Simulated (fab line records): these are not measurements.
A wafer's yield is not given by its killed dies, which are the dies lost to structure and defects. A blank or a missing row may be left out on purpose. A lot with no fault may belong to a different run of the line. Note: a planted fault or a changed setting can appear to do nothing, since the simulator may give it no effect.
fab line records -- flow n5_finfet
[record] lots = 8, wafers = 24, last_day = 19
route steps=1938 shown WELL_APT@46 PMOS_HMC_CHANNEL_EPI@69 BEOL_M4@1111
lots untouched by any fault: they come from a run of this same line in which no faults occurred
start_h: hours from the record's opening day to when the first of the lot's shown wafers began -- wait_h: hours from the lot's prior step to this one -- " repeats the value in the row above -- L1.1+2: a row that stands for several wafers -- - either no value or no given start -- * or withheld: withheld -- < > ~ a bound
route shown NAME@n: names a module that has steps shown in the file, with the first one's number in the route -- usual: mean and standard deviation over wafers with no fault -- same: alike in all rows -- chamber/n: place in a boat -- sites: each site's reading -- _std_site: the values' standard deviation -- _edge_site: mean of outer sites minus mean of inner sites -- radius_mm: how far each site lies from the wafer's centre -- mask NAME#n: copy n -- behind: the most recent tool/chamber to have shaped the wafer -- hold: what put the lot on hold/how long, in hours/how the hold closed -- device: whichever transistor did not switch (one of n, p or np) -- end of line: the tests these same wafers got at the end of their route -- step lacking rows: just its recipe -- killed: at the first sort, the dies lost to defects and structure; wafer yield is something else -- map: a wafer's dies, x killed, . not, _ none there
set.NAME: setting as actually run; set.NAME@STEP: the setting as run at that earlier step -- model.NAME: the simulator's own value behind a step, which no gauge read
a sample of lots followed through the steps of the route, with each step as a table and each wafer as a row
services: when a tool's chamber went out of use (start_h, in hours from the record's first day, below 0 if earlier), for how many hours, and the reason
[[steps]]
[step N5_WELL_APT_DESCUM_30]
[recipe] chemistry = O2, time_s = 7.9, source_power_w = 50, bias_power_w = 20, pressure_mtorr = 20, rf_frequency_hz = 2.712e+07, temp_c = 40, o2_flow_sccm = 225
[usual] bias_power_w = 19.99/0.061, drypump_motor_current_A = 5.8/0.46, oes_product_au = 0.77/0.078, rf_vpp_V = 243.5/1.2, showerhead_plenum_p_Torr = 2.12/0.054, throttle_valve_pct = 20.52/0.14
lot.wafer,tool,chamber,start_h,wait_h,bias_power_w,drypump_motor_current_A,oes_product_au,rf_hours_counter_h,rf_vpp_V,showerhead_plenum_p_Torr,throttle_valve_pct
L893.1,rie_diel-04,0,39.91,0.4,20.06,6.2,0.70,206,244.3,2.16,20.49
L893.4,rie_diel-04,2,39.91,0.4,20.00,5.5,0.75,131,243.4,2.10,20.62
L893.6,rie_diel-04,0,39.91,0.4,20.00,6.2,0.71,-,244.5,2.16,20.49
L894.1,rie_diel-05,1,45.38,0.5,20.04,6.6,0.83,98,244.6,2.11,20.22
L894.3,rie_diel-05,2,45.38,0.5,20.01,6.0,0.77,157,244.1,2.18,20.70
L894.5,rie_diel-05,3,45.38,0.5,19.96,6.0,0.87,-,242.3,2.04,20.53
L895.1,rie_diel-05,1,51.13,0.3,19.96,6.6,0.82,100,242.8,2.11,20.23
L895.3,rie_diel-05,3,51.13,0.3,19.97,5.9,0.86,49,242.9,2.04,20.53
L895.5,rie_diel-05,2,51.13,0.3,19.95,6.0,0.75,-,243.4,2.18,20.71
L896.2,rie_diel-01,2,57.46,0.1,19.94,5.0,0.72,199,244.7,2.17,20.31
L896.5,rie_diel-01,2,57.46,0.1,19.94,5.0,0.73,-,243.8,2.17,20.32
L896.6,rie_diel-01,1,57.46,0.1,20.05,5.6,0.80,-,244.7,2.11,20.61
L899.2,rie_diel-04,0,75.33,0.1,19.90,6.2,0.69,220,244.3,2.15,20.52
L899.4,rie_diel-04,3,75.33,0.1,20.03,5.5,0.67,243,244.8,2.14,20.54
L899.5,rie_diel-04,0,75.33,0.1,19.95,6.2,0.70,-,245.2,2.15,20.52
L905.2,rie_diel-04,2,111.74,0.4,20.06,5.5,0.73,156,244.1,2.09,20.66
L905.3,rie_diel-04,1,111.74,0.4,19.89,6.2,0.68,232,243.8,2.06,20.55
L905.6,rie_diel-04,1,111.74,0.4,20.01,6.2,0.69,-,241.8,2.06,20.55
L910.4,rie_diel-04,3,142.23,0.7,19.89,5.5,0.98,5,244.8,2.14,20.21
L910.5,rie_diel-04,1,142.23,0.7,19.90,6.2,0.68,-,241.7,2.05,20.57
L910.6,rie_diel-04,2,142.23,0.7,19.98,5.6,0.72,-,242.3,2.08,20.67
L912.1,rie_diel-04,2,153.74,0.5,19.86,5.6,0.72,173,243.5,2.08,20.67
L912.2,rie_diel-04,1,153.74,0.5,20.01,6.2,0.68,249,242.7,2.05,20.57
L912.5,rie_diel-04,2,153.74,0.5,19.87,5.5,0.72,-,243.1,2.08,20.68
[step N5_WELL_APT_RTA_34]
[recipe] temp_c = 1000, time_s = 10, ambient = N2, idle_temp_c = 600, ramp_up_c_per_s = 150, ramp_down_c_per_s = 60, cool_to_c = 600
[usual] anneal_temp_c_max = 1006/3.3, lamp_power_pct = 13.01/0.049, lamp_zone_1_pct = 12.99/0.03, lamp_zone_2_pct = 12.994/0.029, lamp_zone_3_pct = 12.99/0.031, lamp_zone_4_pct = 12.996/0.03, lamp_zone_5_pct = 12.997/0.029, lamp_zone_6_pct = 12.92/0.033, lamp_zone_7_pct = 13.42/0.031, wafer_temp_C_max = 1003.5/0.98
lot.wafer,tool,chamber,start_h,wait_h,anneal_temp_c_max,lamp_power_pct,lamp_zone_1_pct,lamp_zone_2_pct,lamp_zone_3_pct,lamp_zone_4_pct,lamp_zone_5_pct,lamp_zone_6_pct,lamp_zone_7_pct,wafer_temp_C_max
L893.1,rtp_anneal-01,0,40.86,0.2,1003,12.98,12.98,12.999,13.05,12.987,13.013,12.94,13.43,1003.1
L893.4,rtp_anneal-01,0,40.86,0.2,1003,12.98,13.00,12.919,12.96,12.937,12.961,12.88,13.48,1001.7
L893.6,rtp_anneal-01,0,40.86,0.2,1002,12.97,13.00,13.015,12.97,12.997,13.013,12.93,13.45,1002.3
L894.1,rtp_anneal-01,0,46.32,0.2,1002,13.12,13.02,13.007,13.01,13.003,12.982,12.88,13.41,1005.1
L894.3,rtp_anneal-01,0,46.32,0.2,1002,13.08,12.95,12.987,13.00,13.010,13.022,12.91,13.41,1003.5
L894.5,rtp_anneal-01,0,46.32,0.2,1002,12.98,13.00,13.004,13.04,13.026,12.980,12.89,13.48,1004.7
L895.1,rtp_anneal-01,0,51.89,0.0,1002,12.42,12.41,12.327,12.34,12.373,12.372,12.33,12.79,1005.4
L895.3,rtp_anneal-01,0,51.89,0.0,1004,12.32,12.33,12.413,12.41,12.355,12.361,12.30,12.77,1002.6
L895.5,rtp_anneal-01,0,51.89,0.0,1002,12.36,12.41,12.396,12.36,12.445,12.408,12.34,12.80,1003.6
L896.2,rtp_anneal-02,0,58.24,0.0,1010,13.03,12.98,13.005,13.03,12.978,12.992,12.90,13.42,1003.8
L896.5,rtp_anneal-02,0,58.24,0.0,1009,12.99,13.02,12.982,13.00,12.988,12.985,12.95,13.42,1003.3
L896.6,rtp_anneal-02,0,58.24,0.0,1007,12.90,13.01,13.038,12.98,12.962,12.993,12.91,13.44,1005.3
L899.2,rtp_anneal-01,0,76.15,0.1,1003,12.39,12.42,12.341,12.34,12.407,12.436,12.32,12.80,1002.6
L899.4,rtp_anneal-01,0,76.15,0.1,1002,12.38,12.36,12.367,12.38,12.349,12.377,12.33,12.83,1002.8
L899.5,rtp_anneal-01,0,76.15,0.1,1003,12.43,12.43,12.338,12.34,12.339,12.362,12.29,12.79,1003.5
L905.2,rtp_anneal-02,0,112.54,0.0,1009,12.98,12.96,13.034,12.92,13.029,13.039,12.98,13.42,1003.4
L905.3,rtp_anneal-02,0,112.54,0.0,1010,13.05,13.00,12.958,13.00,12.976,13.017,12.87,13.42,1003.6
L905.6,rtp_anneal-02,0,112.54,0.0,1009,12.94,12.99,12.992,12.96,13.005,12.980,12.91,13.41,1002.8
L910.4,rtp_anneal-01,0,143.05,0.1,1002,13.08,13.02,13.005,12.97,12.978,13.010,12.94,13.44,1005.9
L910.5,rtp_anneal-01,0,143.05,0.1,1003,13.06,12.95,13.007,12.93,13.014,13.015,12.95,13.42,1001.6
L910.6,rtp_anneal-01,0,143.05,0.1,1002,12.95,12.98,13.008,12.94,13.023,13.037,12.89,13.41,1003.3
L912.1,rtp_anneal-01,0,154.52,0.0,1002,12.98,12.97,12.982,13.00,12.993,13.003,12.94,13.46,1002.2
L912.2,rtp_anneal-01,0,154.52,0.0,1003,13.03,13.03,12.989,13.02,13.023,13.044,12.91,13.46,1003.0
L912.5,rtp_anneal-01,0,154.52,0.0,1002,12.99,12.97,13.029,12.94,12.979,12.966,12.95,13.41,1002.5
[step N5_PMOS_HMC_CHANNEL_EPI_ETCH_32]
[recipe] chemistry = N2/H2, target = BARC, stop_on = SiO2, target_depth_a = 858, over_etch_frac = 0.3, time_s = 50.3, ion_energy_ev = 200, mask_material = CAR-ArF-block, pressure_mtorr = 30, source_w = 840, bias_w = 150, n2_flow_sccm = 200, h2_flow_sccm = 200
[usual] drypump_motor_current_A = 5.7/0.43, oes_product_au = 0.66/0.069, rf_vpp_V = 523.5/2.7, showerhead_plenum_p_Torr = 2.53/0.089, throttle_valve_pct = 17.95/0.21
lot.wafer,tool,chamber,start_h,wait_h,drypump_motor_current_A,oes_product_au,rf_hours_counter_h,rf_vpp_V,showerhead_plenum_p_Torr,throttle_valve_pct
L893.1,rie_diel-06,2,42.50,0.0,6.4,0.67,130,521.9,2.44,17.59
L893.4,rie_diel-06,1,42.50,0.0,5.6,0.63,173,528.4,2.64,18.22
L893.6,rie_diel-06,1,42.50,0.0,5.6,0.62,-,527.7,2.64,18.21
L894.1,rie_diel-03,1,48.23,0.0,6.1,0.64,184,527.4,2.63,18.05
L894.3,rie_diel-03,3,48.23,0.0,5.5,0.59,230,520.4,2.41,18.02
L894.5,rie_diel-03,3,48.23,0.0,5.5,0.59,-,518.4,2.41,18.04
L895.1,rie_diel-06,2,53.43,0.0,6.4,0.66,132,521.4,2.44,17.60
L895.3,rie_diel-06,0,53.43,0.0,5.2,0.59,231,522.2,2.50,17.94
L895.5,rie_diel-06,2,53.43,0.0,6.5,0.66,-,521.7,2.44,17.61
L896.2,rie_diel-03,1,60.29,0.0,6.0,0.64,187,524.9,2.63,18.06
L896.5,rie_diel-03,2,60.29,0.0,5.3,0.63,-,520.1,2.42,18.02
L896.6,rie_diel-03,1,60.29,0.0,6.1,0.63,-,525.8,2.63,18.06
L899.2,rie_diel-02,0,77.94,0.0,5.6,0.59,246,521.8,2.50,18.05
L899.4,rie_diel-02,2,77.94,0.0,6.0,0.65,131,528.2,2.65,17.80
L899.5,rie_diel-02,2,77.94,0.0,6.0,0.66,-,526.4,2.65,17.80
L905.2,rie_diel-06,1,113.97,0.0,5.6,0.62,192,526.9,2.63,18.25
L905.3,rie_diel-06,3,113.97,0.0,5.4,0.60,184,523.2,2.54,18.11
L905.6,rie_diel-06,3,113.97,0.0,5.4,0.61,-,524.3,2.54,18.10
L910.4,rie_diel-03,0,144.43,0.0,4.7,0.74,31,521.1,2.49,17.58
L910.5,rie_diel-03,3,144.43,0.0,5.5,0.82,-,527.2,2.72,17.62
L910.6,rie_diel-03,0,144.43,0.0,4.8,0.73,-,523.5,2.49,17.57
L912.1,rie_diel-02,2,155.97,0.0,6.0,0.64,155,527.1,2.64,17.85
L912.2,rie_diel-02,0,155.97,0.0,5.7,0.80,11,522.9,2.49,17.63
L912.5,rie_diel-02,1,155.97,0.0,6.3,0.79,-,525.6,2.59,17.68
[step N5_PMOS_HMC_CHANNEL_EPI_ETCH_38]
[recipe] chemistry = CF4, target = SiO2, target_depth_a = 15, ion_energy_ev = 350, pressure_mtorr = 10, icp_w = 800, bias_w = 400, cf4_flow_sccm = 80
[usual] cf4_flow_sccm = 80.01/0.24, drypump_motor_current_A = 5.8/0.41, oes_product_au = 1.001/0.023, throttle_valve_pct = 21.70/0.27
lot.wafer,tool,chamber,start_h,wait_h,cf4_flow_sccm,drypump_motor_current_A,oes_product_au,rf_hours_counter_h,throttle_valve_pct
L893.1,rie_si-01,1,43.11,0.0,79.81,6.0,0.985,5,21.45
L893.4,rie_si-01,2,43.11,0.0,80.24,6.5,0.997,3,21.52
L893.6,rie_si-01,3,43.11,0.0,79.72,5.9,0.985,-,21.76
L894.1,rie_si-06,0,48.63,0.0,79.81,5.8,0.980,10,21.41
L894.3,rie_si-06,2,48.63,0.0,80.13,5.0,1.018,156,21.42
L894.5,rie_si-06,2,48.63,0.0,80.04,5.0,1.024,-,21.42
L895.1,rie_si-01,3,53.85,0.0,79.95,5.9,0.979,18,21.75
L895.3,rie_si-01,0,53.85,0.0,79.79,6.2,1.041,35,21.91
L895.5,rie_si-01,3,53.85,0.0,80.32,5.9,0.990,-,21.76
L896.2,rie_si-06,2,60.69,0.0,80.23,5.0,1.024,156,21.41
L896.5,rie_si-06,3,60.69,0.0,80.46,6.0,0.982,-,22.18
L896.6,rie_si-06,0,60.69,0.0,79.29,5.8,0.991,-,21.40
L899.2,rie_si-01,0,78.34,0.0,80.07,6.2,1.039,35,21.91
L899.4,rie_si-01,3,78.34,0.0,79.62,5.8,0.995,19,21.76
L899.5,rie_si-01,2,78.34,0.0,80.23,6.4,0.999,-,21.53
L905.2,rie_si-01,2,114.38,0.0,80.07,6.4,0.997,4,21.52
L905.3,rie_si-01,1,114.38,0.0,80.13,6.1,0.990,6,21.46
L905.6,rie_si-01,0,114.38,0.0,80.24,6.2,1.036,-,21.91
L910.4,rie_si-06,0,144.85,0.0,79.90,5.9,0.977,12,21.39
L910.5,rie_si-06,1,144.85,0.0,80.07,5.7,1.035,-,21.89
L910.6,rie_si-06,2,144.85,0.0,80.01,5.0,1.014,-,21.43
L912.1,rie_si-01,0,156.37,0.0,79.74,6.2,1.027,37,21.91
L912.2,rie_si-01,2,156.37,0.0,80.32,6.4,0.995,5,21.53
L912.5,rie_si-01,2,156.37,0.0,80.57,6.5,0.997,-,21.52
[step N5_BEOL_M4_RC_MEAS_101]
[usual] DIBL_N = 36.6/1.3, DIBL_P = 36.4/1.4, IOFF_N = 0.167/0.023, IOFF_P = 0.219/0.029, ION_N = 678/8.7, ION_P = 464/6.4, SS_N = 71.5/0.53, SS_P = 73.4/0.57, VT_N = 248.5/2.8, VT_P = -249/3.1
lot.wafer,tool,chamber,start_h,wait_h,DIBL_N[mV/V],DIBL_P[mV/V],IOFF_N[nA/um],IOFF_P[nA/um],ION_N[uA/um],ION_P[uA/um],SS_N[mV/dec],SS_P[mV/dec],VT_N[mV],VT_P[mV]
L894.1,prober-02,0,201.08,0.0,34.3,33.1,0.125,0.212,660,468,71.6,72.4,254.0,-247
L894.3,prober-02,0,201.08,0.0,35.1,33.8,0.132,0.219,673,475,71.4,72.5,253.4,-249
L894.5,prober-02,0,201.08,0.0,36.7,35.5,0.164,0.256,675,476,73.2,72.3,249.6,-245
L893.1,prober-02,0,202.92,0.0,37.2,36.1,0.166,0.233,688,471,71.8,73.2,247.2,-245
L893.4,prober-02,0,202.92,0.0,37.2,35.8,0.158,0.233,691,470,71.2,73.9,246.0,-245
L893.6,prober-02,0,202.92,0.0,39.4,38.8,0.219,0.279,702,477,71.9,74.0,242.7,-246
L895.1,prober-02,0,226.52,0.0,39.2,38.2,0.191,0.240,683,464,72.3,73.7,248.0,-246
L895.3,prober-02,0,226.52,0.0,37.6,36.8,0.174,0.219,681,463,72.0,72.9,247.0,-248
L895.5,prober-02,0,226.52,0.0,38.4,37.2,0.176,0.224,684,466,72.6,73.1,248.2,-246
L896.2,prober-01,0,233.17,0.2,36.8,37.2,0.144,0.192,676,460,71.5,73.0,251.5,-252
L896.5,prober-01,0,233.17,0.2,36.2,36.7,0.149,0.185,678,460,71.3,73.2,251.0,-256
L896.6,prober-01,0,233.17,0.2,35.3,35.4,0.128,0.163,675,452,71.1,72.7,253.6,-255
L899.2,prober-01,0,283.34,0.2,34.9,34.7,0.143,0.182,673,460,71.2,72.9,250.8,-253
L899.4,prober-01,0,283.34,0.2,36.6,36.5,0.170,0.208,668,457,71.6,73.3,247.6,-249
L899.5,prober-01,0,283.34,0.2,34.6,34.2,0.131,0.178,664,460,70.7,72.7,249.1,-251
L905.2,prober-01,0,317.16,0.2,36.7,35.2,0.151,0.167,675,448,72.3,73.0,250.5,-255
L905.3,prober-01,0,317.16,0.2,36.8,37.2,0.157,0.193,674,460,71.7,73.3,248.2,-254
L905.6,prober-01,0,317.16,0.2,35.3,35.2,0.133,0.169,665,453,71.6,72.5,251.8,-252
L912.1,prober-02,0,351.41,0.0,36.2,37.2,0.160,0.197,679,461,71.8,72.2,248.6,-252
L912.2,prober-02,0,351.41,0.0,36.1,36.6,0.153,0.182,676,457,71.3,72.6,251.2,-250
L912.5,prober-02,0,351.41,0.0,35.8,36.3,0.151,0.179,679,460,70.9,72.6,250.6,-252
L910.4,prober-01,0,351.61,0.5,37.1,39.1,0.171,0.247,674,463,72.1,73.3,249.8,-248
L910.5,prober-01,0,351.61,0.5,37.7,38.4,0.176,0.233,675,465,72.4,73.7,250.0,-248
L910.6,prober-01,0,351.61,0.5,36.9,38.3,0.168,0.222,678,466,71.7,73.8,252.3,-251
[[services]]
tool,chamber,start_h,hours,kind
rie_diel-03,0,17.61,9.8,repair
rie_diel-06,-,23.74,1.3,repair
rie_si-01,1,27.90,2.2,repair
rie_diel-06,0,28.99,6.7,repair
rie_diel-03,0,30.72,-,clean
rie_diel-03,0,30.72,-,consumable_replace:focus_ring
rie_diel-03,0,30.72,21.0,scheduled_down
rie_diel-03,0,30.72,21.0,vent_cycle
rie_diel-01,-,31.91,2.8,pm
rie_diel-04,1,61.26,8.9,repair
rie_si-06,1,78.48,1.5,repair
rie_si-01,-,88.11,0.8,repair
rie_diel-03,1,92.93,14.9,repair
rie_diel-04,3,101.78,-,clean
rie_diel-04,3,101.78,-,consumable_replace:focus_ring
rie_diel-04,3,101.78,28.4,scheduled_down
rie_diel-04,3,101.78,28.4,vent_cycle
rie_diel-03,3,108.35,-,clean
rie_diel-03,3,108.35,-,consumable_replace:focus_ring
rie_diel-03,3,108.35,-,consumable_replace:showerhead
rie_diel-04,-,119.54,2.3,repair
rie_diel-06,2,125.76,11.1,repair
rie_diel-05,-,132.88,14.6,pm
rie_diel-03,1,145.19,1.6,repair
[[key]]
[first_sign] step = N5_WELL_APT_RTA_34, reading = lamp_zone_2_pct, direction = down, sigmas = 22, usual = *, struck = *
[effect] step = N5_WELL_APT_RTA_34, reading = lamp_zone_4_pct, direction = down, sigmas = 21, usual = *, struck = *
met_at N5_WELL_APT_RTA_34
struck_lots L895,L899
not_acting_at N5_WELL_APT_DESCUM_30,N5_PMOS_HMC_CHANNEL_EPI_ETCH_32,N5_PMOS_HMC_CHANNEL_EPI_ETCH_38
onset_between 46.32 51.89
[fault] kind = process_parameter_drift, tool = rtp_anneal-01, chamber = -, onset_h = 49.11, steps = N5_WELL_APT_RTA_34, channel = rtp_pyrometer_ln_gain, offset = 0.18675, shape = step, end_h = 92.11
